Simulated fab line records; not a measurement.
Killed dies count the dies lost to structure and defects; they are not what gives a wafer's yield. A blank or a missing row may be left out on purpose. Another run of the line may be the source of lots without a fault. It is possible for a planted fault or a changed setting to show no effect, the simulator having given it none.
fab line records	flow n5Finfet	part 1 of 2: steps 1 to 4 of 6
[record] lots = 22	wafers = 66	lastDay = 18
route steps=1938 shown BEOL_M0_SAQP@673 BEOL_M0@720 BEOL_M1@752
lots untouched by any fault: they come from a run of this same line in which no faults occurred
startH: hours from the record's opening day to when the first of the lot's shown wafers began	waitH: how many hours have passed since the lot's step before this one	" unchanged from the row above	L1.1+2: several wafers, shown together as one row	- no value, or no start given	* or withheld: withheld	< > ~ a bound
route shown NAME@n: names a module that has steps shown in the file, with the first one's number in the route	usual: mean/standard deviation of fault-free wafers	same: alike in all rows	chamber/n: place in a boat	sites: each site's reading	_std_site: standard deviation of those values	_edge_site: inner sites' mean taken away from outer sites' mean	radiusMm: for every site, how far away it sits from the centre of the wafer	mask NAME#n: copy n	behind: the tool/chamber that last shaped the wafer	hold: the reason the lot was held/the length of the hold in hours/how it ended	device: transistor that didn't switch, given as n, p or np	end of line: tests of these same wafers at the route's end	a step with no rows: only its recipe	killed: at the first sort, the dies lost to defects and structure; wafer yield is something else	map: dies across one wafer; x = killed, . = not, _ = none there
set.NAME: the setting that was run; set.NAME@STEP: the one run at that earlier step	model.NAME: the simulator's own value behind a step, which no gauge read
a sample of lots followed through the steps of the route, with each step as a table and each wafer as a row
services: when a tool's chamber went out of use (startH, in hours from the record's first day, below 0 if earlier), for how many hours, and the reason
[[steps]]
[step N5_BEOL_M0_SAQP_ETCH_107]
[recipe] chemistry = CH3F/O2	target = SiNx	targetDepthA = 300	maskMaterial = SOC	pressureMtorr = 30	sourceW = 395	biasW = 73	Ar_flow_sccm = 150	CH3F_flow_sccm = 30	O2_flow_sccm = 20	ionEnergyEv = 120
[usual] drypumpMotorCurrentA = 5.4/0.47	mfcArSccm = 150.0/0.47	oesProductAu = 0.75/0.055	rfVppV = 296/3.6	showerheadPlenumPTorr = 1.97/0.077	throttleValvePct = 16.34/0.19
lot.wafer	tool	chamber	startH	waitH	drypumpMotorCurrentA	mfcArSccm	oesProductAu	rfHoursCounterH	rfVppV	showerheadPlenumPTorr	throttleValvePct
L074.1	rieDiel-01	0	111.40	0.0	5.4	150.0	0.81	88	295	1.86	16.13
L074.4	"	1	"	"	4.7	150.4	0.72	169	299	2.09	16.59
L074.5	"	1	"	"	4.7	150.1	0.72	-	298	2.09	16.61
L075.2	rieDiel-02	2	117.53	0.0	5.1	149.6	0.77	141	295	1.92	16.26
L075.3	"	1	"	"	6.3	150.5	0.79	131	294	1.92	16.15
L075.6	"	0	"	"	5.3	150.2	0.91	-	300	2.13	15.96
L076.2	rieDiel-02	1	121.89	0.0	6.3	151.5	0.79	132	293	1.92	16.14
L076.4	"	0	"	"	5.3	151.1	0.90	28	298	2.12	15.96
L076.6	"	3	"	"	5.9	150.3	0.79	-	298	2.01	16.27
L077.2	rieDiel-06	1	130.00	0.0	4.9	149.0	0.78	127	292	1.93	16.35
L077.3	"	3	"	"	5.6	149.3	0.69	213	295	1.90	16.30
L077.5	"	0	"	"	5.5	149.6	0.73	-	303	2.01	16.64
L078.2	rieDiel-06	1	132.44	0.0	5.0	150.8	0.79	128	292	1.93	16.35
L078.3	"	2	"	"	5.0	149.2	0.77	138	291	1.93	16.36
L078.4	"	0	"	"	5.5	149.6	0.74	146	302	2.01	16.65
L079.1	rieDiel-01	2	148.17	0.0	6.3	150.1	0.73	147	298	1.99	16.19
L079.2	"	3	"	"	5.7	149.0	0.70	226	297	1.98	16.46
L079.5	"	2	"	"	6.3	150.0	0.73	-	297	1.99	16.20
L081.3	rieDiel-02	1	154.63	0.0	6.3	149.2	0.79	142	294	1.92	16.16
L081.4	"	2	"	"	5.1	149.5	0.75	152	294	1.92	16.29
L081.6	"	0	"	"	5.2	149.7	0.88	-	298	2.12	16.00
L082.1	rieDiel-02	0	164.05	0.0	5.2	150.2	0.87	42	299	2.12	16.00
L082.5	"	0	"	"	5.3	149.5	0.88	-	299	2.12	15.99
L082.6	"	1	"	"	6.3	149.3	0.77	-	294	1.92	16.18
L083.2	rieDiel-01	1	166.70	0.0	4.7	150.3	0.71	185	297	2.08	16.63
L083.4	"	2	"	"	6.3	150.7	0.73	153	296	1.99	16.20
L083.5	"	1	"	"	4.7	149.7	0.71	-	297	2.08	16.63
L084.1	rieDiel-06	3	170.54	0.0	5.6	150.0	0.67	227	295	1.89	16.34
L084.5	"	2	"	"	5.0	149.9	0.75	-	290	1.92	16.37
L084.6	"	3	"	"	5.6	148.9	0.68	-	295	1.89	16.33
L085.2	rieDiel-01	1	182.43	0.0	4.7	149.6	0.71	190	297	2.08	16.64
L085.3	"	3	"	"	5.7	150.4	0.70	236	295	1.98	16.49
L085.4	"	2	"	"	6.3	149.9	0.73	158	296	1.99	16.22
L086.1	rieDiel-06	1	185.27	0.0	5.0	149.6	0.76	145	291	1.92	16.39
L086.5	"	0	"	"	5.6	150.0	0.72	-	302	2.00	16.68
L086.6	"	3	"	"	5.5	149.5	0.68	-	296	1.89	16.32
L087.2	rieDiel-01	1	188.56	0.0	4.7	149.0	0.70	192	298	2.08	16.64
L087.4	"	2	"	"	6.3	149.6	0.72	160	296	1.99	16.21
L087.6	"	1	"	"	4.7	149.9	0.71	-	298	2.08	16.64
L088.1	rieDiel-02	0	200.11	0.0	5.2	149.3	0.87	52	301	2.12	16.03
L088.3	"	1	"	"	6.3	149.7	0.77	155	294	1.91	16.19
L088.5	"	0	"	"	5.2	150.0	0.86	-	298	2.12	16.01
L089.1	rieDiel-06	2	201.18	0.0	5.0	150.7	0.74	160	290	1.92	16.39
L089.2	"	0	"	"	5.5	149.6	0.72	163	301	2.00	16.69
L089.3	"	3	"	"	5.6	149.8	0.67	236	295	1.89	16.36
L090.2	rieDiel-06	3	205.36	0.0	5.6	150.1	0.66	238	295	1.89	16.36
L090.3	"	0	"	"	5.5	150.3	0.71	165	301	2.00	16.68
L090.4	"	1	"	"	4.9	149.8	0.75	151	291	1.92	16.38
L091.2	rieDiel-06	0	217.51	0.0	5.5	149.2	0.71	169	302	2.00	16.70
L091.3	"	2	"	"	5.0	150.0	0.73	166	290	1.92	16.39
L091.5	"	2	"	"	5.0	150.5	0.73	-	290	1.92	16.40
L092.2	rieDiel-02	0	221.50	0.0	5.2	150.2	0.85	59	300	2.11	16.03
L092.4	"	3	"	"	5.9	150.8	0.76	152	299	2.00	16.34
L092.6	"	3	"	"	5.9	150.8	0.76	-	298	2.00	16.33
L093.1	rieDiel-02	2	221.97	0.0	5.1	150.4	0.75	172	296	1.91	16.33
L093.2	"	1	"	"	6.3	149.9	0.76	161	294	1.91	16.19
L093.5	"	3	"	"	5.9	150.5	0.76	-	299	2.00	16.34
L095.1	rieDiel-01	3	231.68	0.0	5.8	150.2	0.69	251	296	1.97	16.51
L095.3	"	0	"	"	5.4	149.9	0.77	124	294	1.85	16.19
L095.5	"	1	"	"	4.7	149.9	0.70	-	297	2.07	16.67
L096.1	rieDiel-06	2	244.31	0.0	5.0	149.5	0.74	174	290	1.92	16.42
L096.3	"	1	"	"	5.0	149.5	0.75	164	291	1.92	16.42
L096.5	"	2	"	"	5.0	149.8	0.73	-	290	1.92	16.41
L097.2	rieDiel-02	2	247.74	0.0	5.1	149.5	0.73	180	296	1.91	16.32
L097.3	"	1	"	"	6.3	150.2	0.76	169	295	1.91	16.22
L097.5	"	0	"	"	5.2	150.1	0.84	-	300	2.11	16.04
[step N5_BEOL_M0_ETCH_128]
[recipe] chemistry = CF4/N2	targetDepthA = 120	overetchA = 51	target = SiCN	timeS = 21.4	ionEnergyEv = 150	pressureMtorr = 40	sourceW = 430	biasW = 70	Ar_flow_sccm = 100	cf4FlowSccm = 60	n2FlowSccm = 60
[usual] drypumpMotorCurrentA = 6.0/0.39	mfcArSccm = 100.03/0.3	oesProductAu = 0.55/0.065	rfVppV = 382.2/1.4	showerheadPlenumPTorr = 2.20/0.054	throttleValvePct = 15.48/0.28
lot.wafer	tool	chamber	startH	waitH	drypumpMotorCurrentA	mfcArSccm	oesProductAu	rfHoursCounterH	rfVppV	showerheadPlenumPTorr	throttleValvePct
L074.1	rieDiel-03	2	117.69	0.8	5.5	100.40	0.49	203	384.1	2.28	15.95
L074.4	"	0	"	"	5.7	99.85	0.62	41	384.1	2.25	15.54
L074.5	"	0	"	"	5.7	99.72	0.62	-	382.9	2.25	15.54
L075.2	rieDiel-05	1	122.00	0.0	6.2	99.78	0.48	231	382.0	2.17	15.81
L075.3	"	0	"	"	6.0	99.49	0.59	52	380.8	2.15	15.07
L075.6	"	3	"	"	6.2	99.69	0.50	-	383.4	2.28	15.80
L076.2	rieDiel-04	1	126.32	0.2	6.1	100.15	0.49	163	382.8	2.20	15.43
L076.4	"	3	"	"	6.3	100.19	0.47	236	379.3	2.09	15.86
L076.6	"	0	"	"	5.4	100.03	0.48	-	382.7	2.27	15.52
L077.2	rieDiel-05	0	135.34	0.0	6.0	100.12	0.57	57	381.5	2.15	15.08
L077.3	"	2	"	"	6.3	100.19	0.57	63	380.2	2.16	15.17
L077.5	"	3	"	"	6.2	100.15	0.49	-	383.4	2.28	15.81
L078.2	rieDiel-03	2	136.41	0.2	5.5	100.39	0.48	211	384.5	2.28	15.98
L078.3	"	0	"	"	5.8	99.89	0.59	50	382.9	2.24	15.56
L078.4	"	0	"	"	5.7	99.88	0.60	-	382.1	2.24	15.56
L079.1	rieDiel-03	0	153.00	0.6	5.7	100.13	0.59	56	382.0	2.24	15.57
L079.2	"	2	"	"	5.5	100.49	0.49	218	384.4	2.27	15.98
L079.5	"	0	"	"	5.7	100.20	0.59	-	382.9	2.24	15.57
L081.3	rieDiel-03	1	159.62	0.0	6.5	99.40	0.65	5	381.6	2.17	15.49
L081.4	"	3	"	"	6.3	99.99	0.57	99	382.8	2.23	15.28
L081.6	"	2	"	"	5.5	99.92	0.48	-	383.3	2.27	16.00
L082.1	rieDiel-05	3	168.49	0.1	6.2	100.00	0.49	207	383.5	2.28	15.85
L082.5	"	2	"	"	6.3	99.69	0.55	-	379.9	2.15	15.20
L082.6	"	3	"	"	6.2	99.82	0.50	-	383.9	2.28	15.84
L083.2	rieDiel-04	1	171.66	0.2	6.0	100.46	0.48	187	380.1	2.20	15.47
L083.4	"	1	"	"	6.0	99.85	0.49	-	382.7	2.20	15.47
L083.5	"	3	"	"	6.4	100.21	0.47	-	381.0	2.09	15.88
L084.1	rieDiel-04	1	178.98	0.1	6.1	99.77	0.48	190	383.2	2.20	15.50
L084.5	"	3	"	"	6.4	100.26	0.47	-	378.6	2.08	15.88
L084.6	"	2	"	"	5.4	99.91	0.68	-	383.6	2.17	15.00
L085.2	rieDiel-03	2	187.40	0.7	5.5	100.19	0.49	230	384.1	2.27	16.00
L085.3	"	3	"	"	6.3	100.08	0.56	110	382.0	2.22	15.32
L085.4	"	1	"	"	6.5	99.99	0.64	13	382.1	2.17	15.51
L086.1	rieDiel-04	2	189.84	0.3	5.3	100.28	0.65	8	383.6	2.17	15.01
L086.5	"	2	"	"	5.3	100.60	0.66	-	381.4	2.17	15.04
L086.6	"	0	"	"	5.4	99.62	0.68	-	382.2	2.26	15.02
L087.2	rieDiel-03	1	197.02	0.0	6.5	99.85	0.62	16	381.5	2.17	15.52
L087.4	"	2	"	"	5.5	100.64	0.48	234	384.0	2.27	16.02
L087.6	"	3	"	"	6.3	100.51	0.55	-	381.7	2.22	15.32
L089.1	rieDiel-05	1	205.42	0.5	6.2	100.09	0.64	3	381.9	2.17	15.34
L089.2	"	0	"	"	6.0	99.68	0.57	82	380.5	2.14	15.13
L089.3	"	2	"	"	6.3	99.82	0.55	92	380.7	2.15	15.20
L088.1	rieDiel-03	2	205.73	0.2	5.5	100.19	0.47	237	383.8	2.27	16.02
L088.3	"	3	"	"	6.3	99.80	0.55	117	382.7	2.22	15.31
L088.5	"	1	"	"	6.5	99.89	0.62	-	381.6	2.16	15.51
L090.2	rieDiel-04	1	210.06	0.8	6.0	100.10	0.48	203	381.8	2.19	15.49
L090.3	"	3	"	"	6.3	100.48	0.66	3	385.4	2.35	15.38
L090.4	"	2	"	"	5.3	99.68	0.63	16	382.9	2.17	15.04
L091.2	rieDiel-04	0	224.53	0.1	5.4	100.04	0.65	13	383.9	2.26	15.06
L091.3	"	3	"	"	6.3	99.50	0.64	7	384.1	2.35	15.40
L091.5	"	2	"	"	5.4	100.05	0.63	-	381.1	2.16	15.06
L092.2	rieDiel-04	2	228.53	0.4	5.3	99.73	0.62	21	381.4	2.16	15.04
L092.4	"	1	"	"	6.0	100.28	0.47	209	381.1	2.19	15.51
L092.6	"	2	"	"	5.3	99.60	0.62	-	381.7	2.16	15.04
L093.1	rieDiel-03	0	228.65	0.0	5.8	100.35	0.56	84	383.5	2.23	15.64
L093.2	"	3	"	"	6.3	100.35	0.53	126	381.8	2.22	15.34
L093.5	"	0	"	"	5.8	100.10	0.57	-	383.4	2.23	15.62
L095.1	rieDiel-05	3	237.53	0.1	6.2	100.62	0.48	230	385.3	2.27	15.86
L095.3	"	0	"	"	6.1	100.20	0.55	95	380.9	2.14	15.15
L095.5	"	3	"	"	6.2	100.32	0.49	-	384.2	2.27	15.86
L096.1	rieDiel-03	3	250.10	0.3	6.3	100.40	0.53	135	383.1	2.21	15.34
L096.3	"	0	"	"	5.7	99.99	0.56	94	383.7	2.23	15.65
L096.5	"	0	"	"	5.7	99.76	0.56	-	382.0	2.23	15.66
L097.2	rieDiel-03	3	253.67	0.0	6.3	99.69	0.53	137	381.7	2.21	15.36
L097.3	"	0	"	"	5.7	99.50	0.55	96	382.2	2.23	15.67
L097.5	"	1	"	"	6.5	99.92	0.59	-	381.2	2.16	15.55
[step N5_BEOL_M0_PRE_CLEAN_131]
[recipe] gas = NH3/H2	timeS = 15	tempC = *	rfPowerW = 300
[usual] heaterPowerW = 96/22
lot.wafer	tool	chamber	startH	waitH	heaterPowerW
L074.1	cvdCo-01	1	120.88	0.0	88
L074.4	"	1	"	"	87
L074.5	"	2	"	"	82
L075.2	cvdCo-01	0	124.92	0.0	66
L075.3	"	1	"	"	86
L075.6	"	0	"	"	65
L076.2	cvdCo-02	2	130.29	0.0	133
L076.4	"	2	"	"	130
L076.6	"	0	"	"	111
L077.2	cvdCo-01	0	138.24	0.0	66
L077.3	"	1	"	"	86
L077.5	"	1	"	"	88
L078.2	cvdCo-02	0	140.58	0.0	107
L078.3	"	2	"	"	136
L078.4	"	2	"	"	133
L079.1	cvdCo-01	2	156.53	0.0	84
L079.2	"	0	"	"	64
L079.5	"	2	"	"	84
L081.3	cvdCo-02	0	163.49	0.0	108
L081.4	"	1	"	"	104
L081.6	"	0	"	"	111
L082.1	cvdCo-02	1	172.37	0.0	104
L082.5	"	2	"	"	134
L082.6	"	0	"	"	109
L083.2	cvdCo-02	1	174.04	0.0	101
L083.4	"	0	"	"	112
L083.5	"	2	"	"	132
L084.1	cvdCo-01	0	182.71	0.0	67
L084.5	"	1	"	"	88
L084.6	"	2	"	"	84
L085.2	cvdCo-02	0	189.70	0.0	112
L085.3	"	1	"	"	105
L085.4	"	1	"	"	104
L086.1	cvdCo-01	1	194.07	0.0	87
L086.5	"	2	"	"	85
L086.6	"	0	"	"	66
L087.2	cvdCo-02	2	200.12	0.0	133
L087.4	"	0	"	"	111
L087.6	"	1	"	"	104
L089.1	cvdCo-02	0	209.25	0.0	110
L089.2	"	2	"	"	132
L089.3	"	1	"	"	104
L088.1	cvdCo-01	1	209.91	0.2	90
L088.3	"	0	"	"	68
L088.5	"	0	"	"	65
L090.2	cvdCo-01	0	214.09	0.0	65
L090.3	"	2	"	"	85
L090.4	"	1	"	"	87
L091.2	cvdCo-01	1	228.18	0.0	88
L091.3	"	0	"	"	66
L091.5	"	0	"	"	68
L092.2	cvdCo-01	1	231.14	0.0	87
L092.4	"	0	"	"	67
L092.6	"	2	"	"	83
L093.1	cvdCo-02	2	232.54	0.0	133
L093.2	"	0	"	"	110
L093.5	"	1	"	"	105
L095.1	cvdCo-02	1	241.92	0.1	106
L095.3	"	0	"	"	110
L095.5	"	2	"	"	137
L096.1	cvdCo-01	1	255.10	0.0	87
L096.3	"	0	"	"	69
L096.5	"	2	"	"	83
L097.2	cvdCo-01	2	256.84	0.0	83
L097.3	"	0	"	"	66
L097.5	"	2	"	"	86
[step N5_BEOL_M1_THK_MEAS_01]
[recipe] reads = SiOC_of_BEOL_M1_ILD_DEP_00
[usual] M1_ILD_THK = 79.0/1
lot.wafer	tool	chamber	startH	waitH	M1_ILD_THK[nm]
L074.1	filmMetro-02	-	121.23	0.0	78.8
L074.4	"	-	"	"	79.8
L074.5	"	-	"	"	79.2
L075.2	filmMetro-02	-	125.28	0.1	78.6
L075.3	"	-	"	"	79.3
L075.6	"	-	"	"	80.5
L076.2	filmMetro-02	-	130.70	0.1	77.0
L076.4	"	-	"	"	79.1
L076.6	"	-	"	"	79.8
L077.2	filmMetro-01	-	138.59	0.1	77.6
L077.3	"	-	"	"	79.4
L077.5	"	-	"	"	79.7
L078.2	filmMetro-01	-	140.94	0.1	79.4
L078.3	"	-	"	"	79.0
L078.4	"	-	"	"	79.7
L079.1	filmMetro-02	-	156.88	0.0	77.5
L079.2	"	-	"	"	78.3
L079.5	"	-	"	"	79.2
L081.3	filmMetro-02	-	163.87	0.1	77.6
L081.4	"	-	"	"	80.2
L081.6	"	-	"	"	80.2
L082.1	filmMetro-01	-	172.72	0.0	77.1
L082.5	"	-	"	"	77.8
L082.6	"	-	"	"	78.3
L083.2	filmMetro-01	-	174.39	0.1	78.0
L083.4	"	-	"	"	79.5
L083.5	"	-	"	"	78.8
L084.1	filmMetro-01	-	183.07	0.0	78.0
L084.5	"	-	"	"	79.0
L084.6	"	-	"	"	79.4
L085.2	filmMetro-02	-	190.06	0.1	78.3
L085.3	"	-	"	"	78.0
L085.4	"	-	"	"	79.6
L086.1	filmMetro-01	-	194.43	0.0	78.0
L086.5	"	-	"	"	80.0
L086.6	"	-	"	"	80.0
L087.2	filmMetro-02	-	200.47	0.1	78.2
L087.4	"	-	"	"	79.0
L087.6	"	-	"	"	78.2
L089.1	filmMetro-01	-	209.64	0.0	77.7
L089.2	"	-	"	"	78.5
L089.3	"	-	"	"	78.7
L088.1	filmMetro-01	-	210.30	0.0	78.3
L088.3	"	-	"	"	78.4
L088.5	"	-	"	"	81.2
L090.2	filmMetro-01	-	214.47	0.1	78.2
L090.3	"	-	"	"	77.7
L090.4	"	-	"	"	80.2
L091.2	filmMetro-02	-	228.57	0.1	78.7
L091.3	"	-	"	"	79.7
L091.5	"	-	"	"	80.5
L092.2	filmMetro-01	-	231.49	0.1	78.1
L092.4	"	-	"	"	79.6
L092.6	"	-	"	"	79.9
L093.1	filmMetro-02	-	232.89	0.0	80.0
L093.2	"	-	"	"	78.9
L093.5	"	-	"	"	79.5
L095.1	filmMetro-02	-	242.28	0.0	80.0
L095.3	"	-	"	"	78.2
L095.5	"	-	"	"	80.9
L096.1	filmMetro-01	-	255.45	0.0	79.9
L096.3	"	-	"	"	79.2
L096.5	"	-	"	"	81.1
L097.2	filmMetro-02	-	257.19	0.1	78.2
L097.3	"	-	"	"	77.8
L097.5	"	-	"	"	79.2
